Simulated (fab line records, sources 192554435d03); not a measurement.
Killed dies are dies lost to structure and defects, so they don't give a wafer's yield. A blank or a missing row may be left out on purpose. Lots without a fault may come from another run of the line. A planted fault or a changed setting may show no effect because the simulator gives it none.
fab line records | flow n5_finfet
record lots=8 wafers=24 last_day=17
route steps=1938 shown BEOL_M0_SAQP@677 BEOL_M4@1111 PASSIVATION@1936
lots that met no fault: from a run of the same line without faults
start_h: hours from the record's first day to the start of the lot's first wafer shown | wait_h: hours since the lot's step before | " the same as in the row above | L1.1+2: a row that stands for several wafers | - no value, or no start given | * or withheld: withheld | < > ~ a bound
route shown NAME@n: a module of which the file shows steps, and the number in the route of the first | usual: mean/standard deviation of fault-free wafers | same: alike in all rows | chamber/n: place in a boat | sites: the reading at each site | _std_site: their standard deviation | _edge_site: outer sites' mean less inner sites' | radius_mm: how far each site lies from the wafer's centre | mask NAME#n: copy n | behind: the tool/chamber that last shaped the wafer | hold: why the lot was held/for how many hours/how that ended | device: the transistor (n, p or np) that didn't switch | end of line: the same wafers' tests at the end of the route | a step without rows: its recipe alone | killed: dies lost to structure and defects at the first sort, not the wafer's yield | map: a wafer's dies, x killed, . not, _ none there
set.NAME: the setting as run; set.NAME@STEP: as run at that earlier step | model.NAME: the simulator's own value behind a step, which no gauge read
steps of the route over a sample of lots; a table a step, a row a wafer
services: from which hour (start_h, from the record's first day; less than 0 if before it) a tool's chamber was out of use, for how many hours, and why
## steps
# step N5_BEOL_M0_SAQP_SPACER2_ETCHBACK_27
# recipe chemistry=CHF3/O2 mode=anisotropic_etchback target=SiO2 target_depth_a=225 time_s=11.25 pressure_mtorr=30 source_w=650 bias_w=170 Ar_flow_sccm=200 CHF3_flow_sccm=50 O2_flow_sccm=5 ion_energy_ev=200
# usual O2_flow_sccm=4.999/0.014 drypump_motor_current_A=5.8/0.37 oes_product_au=0.81/0.11 rf_vpp_V=522/5.2 showerhead_plenum_p_Torr=2.40/0.064 throttle_valve_pct=18.80/0.15
# columns lot.wafer tool chamber start_h wait_h O2_flow_sccm drypump_motor_current_A oes_product_au rf_hours_counter_h rf_vpp_V showerhead_plenum_p_Torr throttle_valve_pct
L651.1 rie_diel-01 1 118.73 0.3 4.993 5.8 0.76 131 514 2.32 18.54
L651.3 " 2 " " 4.997 4.9 0.84 54 522 2.35 18.59
L651.6 " 0 " " 5.003 5.8 0.76 - 533 2.52 19.04
L654.1 rie_diel-02 3 136.67 0.3 5.024 5.6 0.70 193 526 2.48 18.90
L654.3 " 0 " " 4.999 5.9 0.72 - 520 2.39 18.99
L654.5 " 3 " " 5.015 5.6 0.70 - 526 2.48 18.88
L656.1 rie_diel-02 2 143.60 0.3 5.008 6.0 0.99 3 521 2.37 18.77
L656.4 " 3 " " 4.991 5.6 0.70 - 527 2.48 18.89
L656.6 " 0 " " 4.980 5.9 0.72 - 519 2.39 18.99
L667.1 rie_diel-02 3 214.80 0.3 5.008 5.6 0.68 218 526 2.47 18.92
L667.2 " 1 " " 4.987 6.1 0.93 13 518 2.37 18.80
L667.6 " 1 " " 4.976 6.1 0.94 - 518 2.37 18.79
L668.1 rie_diel-06 3 219.83 0.4 4.979 5.9 0.84 65 520 2.35 18.64
L668.2 " 0 " " 4.966 5.8 0.93 25 520 2.36 18.62
L668.3 " 2 " " 5.006 5.7 0.68 231 523 2.38 18.73
L669.3 rie_diel-06 0 224.63 0.6 5.009 5.8 0.92 29 519 2.36 18.61
L669.4 " 0 " " 4.987 5.8 0.92 - 518 2.36 18.62
L669.6 " 2 " " 5.009 5.6 0.68 - 522 2.38 18.72
L673.2 rie_diel-02 0 249.61 0.3 4.999 6.0 0.70 237 520 2.38 19.04
L673.3 " 1 " " 5.008 6.1 0.94 20 517 2.37 18.81
L673.6 " 0 " " 5.017 5.9 0.70 - 518 2.38 19.04
L672.3 rie_diel-02 0 252.91 0.4 5.015 5.9 0.69 239 519 2.38 19.03
L672.4 " 1 " " 5.007 6.0 0.92 22 517 2.37 18.81
L672.6 " 1 " " 5.034 6.1 0.92 - 519 2.37 18.80
# step N5_BEOL_M0_SAQP_DESCUM_45
# recipe chemistry=O2 time_s=7 source_power_w=50 bias_power_w=20 pressure_mtorr=20 rf_frequency_hz=2.712e+07 temp_c=40 resist=CAR-EUV o2_flow_sccm=225
# usual drypump_motor_current_A=5.5/0.53 oes_product_au=0.80/0.072 rf_vpp_V=242.7/1.3 showerhead_plenum_p_Torr=2.07/0.065 throttle_valve_pct=20.28/0.14
# columns lot.wafer tool chamber start_h wait_h drypump_motor_current_A oes_product_au rf_hours_counter_h rf_vpp_V showerhead_plenum_p_Torr throttle_valve_pct
L651.1 rie_diel-01 1 119.35 0.0 5.8 0.78 132 240.9 2.01 20.10
L651.3 " 0 " " 5.8 0.77 130 245.5 2.19 20.54
L651.6 " 1 " " 5.7 0.77 - 241.5 2.01 20.08
L654.1 rie_diel-01 3 137.46 0.0 4.7 0.83 78 242.3 2.04 20.22
L654.3 " 2 " " 4.9 0.83 61 243.2 2.05 20.25
L654.5 " 3 " " 4.7 0.84 - 244.2 2.04 20.22
L656.1 rie_diel-01 3 144.23 0.0 4.7 0.83 80 241.4 2.04 20.23
L656.4 " 2 " " 5.0 0.83 63 243.4 2.05 20.22
L656.6 " 0 " " 5.8 0.76 - 243.0 2.18 20.54
L667.1 rie_diel-06 2 215.74 0.2 5.6 0.69 228 241.1 2.07 20.22
L667.2 " 3 " " 5.9 0.82 63 243.1 2.04 20.20
L667.6 " 2 " " 5.7 0.68 - 242.4 2.07 20.22
L668.1 rie_diel-06 0 220.89 0.5 5.8 0.93 26 241.1 2.06 20.22
L668.2 " 2 " " 5.7 0.68 231 243.3 2.07 20.21
L668.3 " 3 " " 5.9 0.82 66 242.4 2.04 20.24
L669.3 rie_diel-01 3 226.36 1.1 4.7 0.81 106 242.7 2.03 20.26
L669.4 " 1 " " 5.8 0.74 163 242.8 2.00 20.14
L669.6 " 2 " " 4.9 0.80 - 241.8 2.04 20.26
L673.2 rie_diel-01 1 250.36 0.0 5.8 0.74 171 241.3 2.00 20.15
L673.3 " 2 " " 4.9 0.80 95 241.7 2.04 20.27
L673.6 " 2 " " 4.9 0.80 - 241.6 2.04 20.27
L672.3 rie_diel-01 2 253.54 0.0 5.0 0.79 97 241.4 2.04 20.26
L672.4 " 3 " " 4.7 0.80 114 240.6 2.02 20.29
L672.6 " 2 " " 5.0 0.79 - 242.4 2.04 20.28
# step N5_BEOL_M0_SAQP_ETCH_73
# recipe chemistry=CF4 target=SiARC target_depth_a=195 mask_material=CAR-EUV time_s=32.5 ion_energy_ev=80 pressure_mtorr=40 source_w=545 bias_w=36 Ar_flow_sccm=100 cf4_flow_sccm=100 ends=cleared
# usual drypump_motor_current_A=5.5/0.53 etch_rf_on_time_s=32.5/0.54 oes_product_au=0.68/0.063 rf_vpp_V=183.7/1.1 showerhead_plenum_p_Torr=2.12/0.066 throttle_valve_pct=15.44/0.16
# columns lot.wafer tool chamber start_h wait_h drypump_motor_current_A etch_rf_on_time_s oes_product_au rf_hours_counter_h rf_vpp_V showerhead_plenum_p_Torr throttle_valve_pct
L651.1 rie_diel-01 1 119.41 0.0 5.8 32.6 0.66 132 183.8 2.06 15.31
L651.3 " 0 " " 5.7 32.7 0.65 130 184.8 2.24 15.73
L651.6 " 1 " " 5.8 32.9 0.64 - 182.4 2.06 15.30
L654.1 rie_diel-01 3 137.51 0.0 4.7 32.8 0.71 78 182.6 2.08 15.34
L654.3 " 2 " " 5.0 32.0 0.71 61 184.0 2.09 15.32
L654.5 " 3 " " 4.7 32.5 0.71 - 184.9 2.08 15.36
L656.1 rie_diel-01 3 144.28 0.0 4.7 33.1 0.70 80 183.1 2.07 15.37
L656.4 " 2 " " 5.0 32.0 0.71 63 184.1 2.09 15.32
L656.6 " 0 " " 5.8 33.3 0.64 - 186.8 2.24 15.76
L667.1 rie_diel-06 2 215.79 0.0 5.6 33.0 0.59 228 184.2 2.11 15.47
L667.2 " 3 " " 5.9 32.3 0.72 63 182.4 2.08 15.31
L667.6 " 2 " " 5.7 33.2 0.58 - 182.4 2.11 15.45
L668.1 rie_diel-06 0 220.94 0.0 5.8 32.0 0.79 26 183.5 2.09 15.29
L668.2 " 2 " " 5.7 33.5 0.58 231 184.2 2.11 15.47
L668.3 " 3 " " 5.9 31.9 0.72 66 183.4 2.08 15.33
L669.3 rie_diel-01 3 226.41 0.0 4.7 32.5 0.69 106 183.6 2.07 15.41
L669.4 " 1 " " 5.8 32.7 0.64 163 183.1 2.05 15.35
L669.6 " 2 " " 5.0 32.1 0.69 - 183.7 2.08 15.40
L673.2 rie_diel-01 1 250.42 0.0 5.8 32.5 0.63 171 181.7 2.05 15.38
L673.3 " 2 " " 4.9 31.7 0.68 95 184.2 2.08 15.40
L673.6 " 2 " " 4.9 31.6 0.68 - 183.3 2.08 15.36
L672.3 rie_diel-01 2 253.59 0.0 4.9 31.9 0.68 97 183.2 2.08 15.39
L672.4 " 3 " " 4.7 32.4 0.68 114 183.6 2.06 15.41
L672.6 " 2 " " 4.9 31.8 0.68 - 183.9 2.08 15.40
# step N5_BEOL_M0_SAQP_STRIP_75
# recipe chemistry=CF4 resist=SiARC power_w=300 bias_power_w=75 pressure_mtorr=50 cf4_flow_sccm=150 rf_frequency_hz=6e+07
# usual bias_power_w=75.01/0.22 cf4_flow_sccm=150.0/0.45 drypump_motor_current_A=5.7/0.44 oes_product_au=0.186/0.021 rf_vpp_V=270.8/1.4 showerhead_plenum_p_Torr=1.78/0.047 throttle_valve_pct=13.44/0.18
# columns lot.wafer tool chamber start_h wait_h bias_power_w cf4_flow_sccm drypump_motor_current_A oes_product_au rf_hours_counter_h rf_vpp_V showerhead_plenum_p_Torr throttle_valve_pct
L651.1 rie_diel-06 3 120.27 0.1 74.71 149.6 5.9 0.204 28 269.9 1.75 13.21
L651.3 " 2 " " 75.09 150.2 5.7 0.168 201 270.9 1.77 13.42
L651.6 " 3 " " 74.87 150.1 5.9 0.209 - 270.6 1.75 13.21
L654.1 rie_diel-06 2 139.65 0.1 74.71 149.2 5.6 0.167 210 270.8 1.77 13.44
L654.3 " 2 " " 75.25 150.1 5.6 0.167 - 269.5 1.77 13.45
L654.5 " 2 " " 74.91 150.3 5.6 0.158 - 271.3 1.77 13.45
L656.1 rie_diel-06 1 145.20 0.1 74.95 150.7 6.7 0.199 38 273.5 1.89 13.41
L656.4 " 3 " " 74.84 149.6 5.9 0.199 - 270.7 1.75 13.23
L656.6 " 1 " " 75.12 150.6 6.6 0.211 - 273.9 1.89 13.42
L667.1 rie_diel-06 0 216.65 0.1 - - - - - - - -
L667.2 " 2 " " - - - - - - - -
L667.6 " 0 " " - - - - - - - -
L668.1 rie_diel-06 0 222.07 0.1 - - - - - - - -
L668.2 " 3 " " - - - - - - - -
L668.3 " 2 " " - - - - - - - -
L669.3 rie_diel-01 3 227.91 0.1 74.63 149.8 4.7 0.190 107 269.9 1.74 13.41
L669.4 " 2 " " 75.15 149.3 5.0 0.182 88 269.2 1.75 13.36
L669.6 " 1 " " 75.02 150.0 5.8 0.174 - 269.5 1.72 13.39
L673.2 rie_diel-02 2 251.28 0.1 74.93 151.1 6.0 0.204 32 271.1 1.76 13.49
L673.3 " 1 " " 74.98 149.6 6.0 0.207 21 270.6 1.75 13.32
L673.6 " 3 " " 75.28 151.0 5.6 0.154 - 272.7 1.84 13.73
L672.3 rie_diel-02 3 254.45 0.1 75.07 149.3 5.6 0.153 224 272.4 1.84 13.73
L672.4 " 1 " " 75.20 150.0 6.0 0.215 22 270.0 1.75 13.34
L672.6 " 1 " " 74.88 150.2 6.1 0.212 - 269.5 1.75 13.32
# step N5_BEOL_M4_RC_MEAS_101
# usual DIBL_N=35.9/1.3 DIBL_P=35.9/1.6 IOFF_N=0.156/0.022 IOFF_P=0.205/0.023 ION_N=675/9 ION_P=463/5.6 SS_N=71.4/0.57 SS_P=73.1/0.52 VT_N=249.7/2.8 VT_P=-250.2/2.5
# columns lot.wafer tool chamber start_h wait_h DIBL_N[mV/V] DIBL_P[mV/V] IOFF_N[nA/um] IOFF_P[nA/um] ION_N[uA/um] ION_P[uA/um] SS_N[mV/dec] SS_P[mV/dec] VT_N[mV] VT_P[mV]
L651.1 prober-02 0 172.14 0.0 35.6 34.2 0.159 0.222 675 464 71.5 73.0 246.2 -248.6
L651.3 " 0 " " 35.5 34.0 0.150 0.217 666 461 72.1 72.8 250.6 -248.1
L651.6 " 0 " " 35.9 33.5 0.156 0.207 667 457 71.5 72.6 248.4 -250.1
L654.1 prober-01 0 197.44 0.0 35.5 36.9 0.157 0.188 677 460 70.8 73.3 249.9 -252.9
L654.3 " 0 " " 36.9 38.7 0.190 0.218 691 466 71.9 73.0 248.4 -249.9
L654.5 " 0 " " 37.6 39.1 0.204 0.226 688 459 72.4 73.5 246.2 -252.3
L656.1 prober-02 0 199.79 0.0 35.1 35.5 0.141 0.200 668 464 71.0 73.1 250.5 -250.8
L656.4 " 0 " " 32.9 32.3 0.109 0.162 660 461 70.1 71.7 255.8 -251.4
L656.6 " 0 " " 33.3 33.4 0.113 0.169 665 465 71.1 72.5 254.9 -250.0
L667.1 prober-02 0 272.72 0.0 38.3 37.3 0.176 0.246 678 469 70.9 73.8 249.1 -246.2
L667.2 " 0 " " 36.2 35.6 0.139 0.225 664 472 70.7 73.2 250.8 -244.7
L667.6 " 0 " " 36.1 36.0 0.146 0.226 672 473 71.4 72.6 249.6 -248.5
L668.1 prober-01 0 283.08 0.0 36.3 38.4 0.182 0.202 691 465 71.5 73.7 248.3 -251.0
L668.2 " 0 " " 36.8 38.6 0.172 0.191 672 450 70.8 73.3 250.8 -254.4
L668.3 " 0 " " 37.0 39.0 0.192 0.207 689 460 71.8 73.4 245.5 -251.1
L669.3 prober-01 0 293.60 0.3 35.7 37.2 0.150 0.185 666 457 71.5 72.9 252.0 -253.1
L669.4 " 0 " " 35.8 37.6 0.152 0.198 665 459 71.9 73.2 249.6 -253.4
L669.6 " 0 " " 34.8 36.8 0.139 0.183 665 456 71.7 72.6 252.1 -254.4
L673.2 prober-02 0 298.43 0.2 38.9 38.9 0.200 0.240 683 463 71.4 74.7 246.9 -249.0
L673.3 " 0 " " 38.1 36.9 0.182 0.209 680 460 71.7 73.5 248.8 -250.7
L673.6 " 0 " " 37.4 36.3 0.172 0.203 680 462 71.7 73.1 250.2 -252.5
L672.3 prober-01 0 314.45 0.3 34.8 33.5 0.121 0.176 667 466 71.0 72.4 252.6 -252.6
L672.4 " 0 " " 35.9 35.1 0.141 0.204 671 468 71.4 73.3 251.9 -248.8
L672.6 " 0 " " 35.1 33.4 0.122 0.179 669 464 70.9 73.0 252.8 -248.2
# step N5_PASSIVATION_PROBE_49
# usual defect_limited_yield=91.3/1.4 killed_at_M0_to_M3=35/11 killed_at_M4_up=14/5.4 killed_at_contacts=12/6.2 killed_at_front_end=38/11 killed_at_other=4.1/2.8 killed_dies=103/17 killed_on_rim=13/4 killed_open=66/13 killed_short=34/8.2 sort_bin_5_function=5.1/0.89 sort_bin_6_memory=3.3/0.72 sort_n_pass=1077/17 sort_yield_pct=91.3/1.4
# same gross_dies=1180 killed_at_back_side=0 sort_bin_4_leakage[%]=0 sort_bin_8_speed[%]=0
# columns lot.wafer tool chamber start_h wait_h defect_limited_yield[%] killed_at_M0_to_M3 killed_at_M4_up killed_at_contacts killed_at_front_end killed_at_other killed_dies killed_on_rim killed_open killed_short sort_bin_5_function[%] sort_bin_6_memory[%] sort_n_pass sort_yield_pct[%]
L656.1 prober-01 - 305.29 0.0 91.1 38 15 11 34 7 105 22 65 36 5.0 3.1 1075 91.1
L656.4 prober-01 - 305.44 0.2 92.4 16 14 24 33 3 90 7 64 22 4.4 3.1 1090 92.4
L656.6 prober-01 - 305.54 0.3 90.0 35 10 18 53 2 118 11 64 53 5.8 3.6 1062 90.0
L668.1 prober-02 - 386.82 0.0 91.1 37 10 6 47 5 105 11 67 37 5.6 3.2 1075 91.1
L668.2 prober-02 - 386.87 0.1 93.5 28 9 6 31 3 77 8 52 24 3.8 2.5 1103 93.5
L668.3 prober-02 - 386.92 0.1 91.8 42 11 2 33 9 97 13 65 29 4.9 3.1 1083 91.8
# killed by level:class
L656.1 MOL_CONTACT_COAG:geometric_particle:open=9 BEOL_M1:geometric_particle:open=8 BEOL_M3:geometric_particle:open=8 FIN_SAQP:geometric_particle:short=7 BEOL_M2:geometric_particle:open=7 BEOL_M1:geometric_particle:short=5 STI_FIN_REVEAL:geometric_particle:open=4 DUMMY_GATE:geometric_particle:open=4
L656.4 MOL_CONTACT_COAG:geometric_particle:open=19 BEOL_M4:geometric_particle:open=10 MOL_CONTACT_COAG:geometric_particle:short=5 FIN_SAQP:geometric_particle:short=4 STI_FIN_REVEAL:geometric_particle:open=4 DUMMY_GATE:geometric_particle:open=4 GATE_CUT:geometric_particle:open=4 FIN_SAQP:geometric_particle:open=3
L656.6 FIN_SAQP:geometric_particle:short=16 STI_FIN_REVEAL:geometric_particle:open=11 MOL_CONTACT_COAG:geometric_particle:open=11 BEOL_M3:geometric_particle:open=8 MOL_CONTACT_COAG:geometric_particle:short=7 BEOL_M2:geometric_particle:open=5 GATE_CUT:geometric_particle:short=5 BEOL_M0_SAQP:geometric_particle:short=5
L668.1 FIN_SAQP:geometric_particle:open=17 FIN_SAQP:geometric_particle:short=7 BEOL_M0_SAQP:geometric_particle:open=7 BEOL_M2:geometric_particle:open=7 MOL_CONTACT_COAG:geometric_particle:open=6 DUMMY_GATE:geometric_particle:open=5 BEOL_M0_SAQP:geometric_particle:short=5 BEOL_M1:geometric_particle:open=5
L668.2 FIN_SAQP:geometric_particle:open=10 BEOL_M2:geometric_particle:open=10 FIN_SAQP:geometric_particle:short=8 GATE_CUT:geometric_particle:open=5 MOL_CONTACT_COAG:geometric_particle:open=5 BEOL_M0_SAQP:geometric_particle:open=5 BEOL_M0_SAQP:geometric_particle:short=5 BEOL_M4:geometric_particle:open=5
L668.3 BEOL_M2:geometric_particle:open=15 BEOL_M0_SAQP:geometric_particle:short=9 BEOL_M0_SAQP:geometric_particle:open=8 STI_FIN_REVEAL:geometric_particle:open=7 GATE_CUT:geometric_particle:short=5 STARTING-WAFER:geometric_particle:open=5 FIN_SAQP:geometric_particle:short=4 BEOL_M3:geometric_particle:open=4
## services
# columns tool chamber start_h hours kind
rie_diel-01 3 103.31 18.9 repair
rie_diel-02 2 105.26 7.6 repair
rie_diel-02 2 112.90 - clean
rie_diel-02 2 112.90 - consumable_replace:focus_ring
rie_diel-02 2 112.90 18.0 scheduled_down
rie_diel-02 2 112.90 18.0 vent_cycle
rie_diel-06 0 115.84 5.3 repair
rie_diel-06 0 121.19 - clean
rie_diel-06 0 121.19 - consumable_replace:focus_ring
rie_diel-06 0 121.19 21.9 scheduled_down
rie_diel-06 0 121.19 21.9 vent_cycle
rie_diel-06 1 128.14 16.7 repair
rie_diel-02 1 131.21 - clean
rie_diel-02 1 131.21 - consumable_replace:focus_ring
rie_diel-02 1 131.21 37.2 scheduled_down
rie_diel-02 1 131.21 37.2 vent_cycle
rie_diel-02 2 132.32 6.3 repair
rie_diel-06 2 142.69 23.3 repair
rie_diel-02 - 215.56 14.6 pm
rie_diel-01 - 231.04 0.4 repair
## key
first_sign step=N5_BEOL_M0_SAQP_STRIP_75 reading=tool_record direction=missing
effect none on later readings
met_at N5_BEOL_M0_SAQP_STRIP_75
struck_lots L667,L668
not_acting_at N5_BEOL_M0_SAQP_SPACER2_ETCHBACK_27,N5_BEOL_M0_SAQP_DESCUM_45,N5_BEOL_M0_SAQP_ETCH_73
onset_between 145.20 216.65
fault kind=skipped_step_whole tool=rie_diel-06 chamber=- onset_h=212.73 steps=N5_BEOL_M0_SAQP_STRIP_75 scope=struck_lots_only
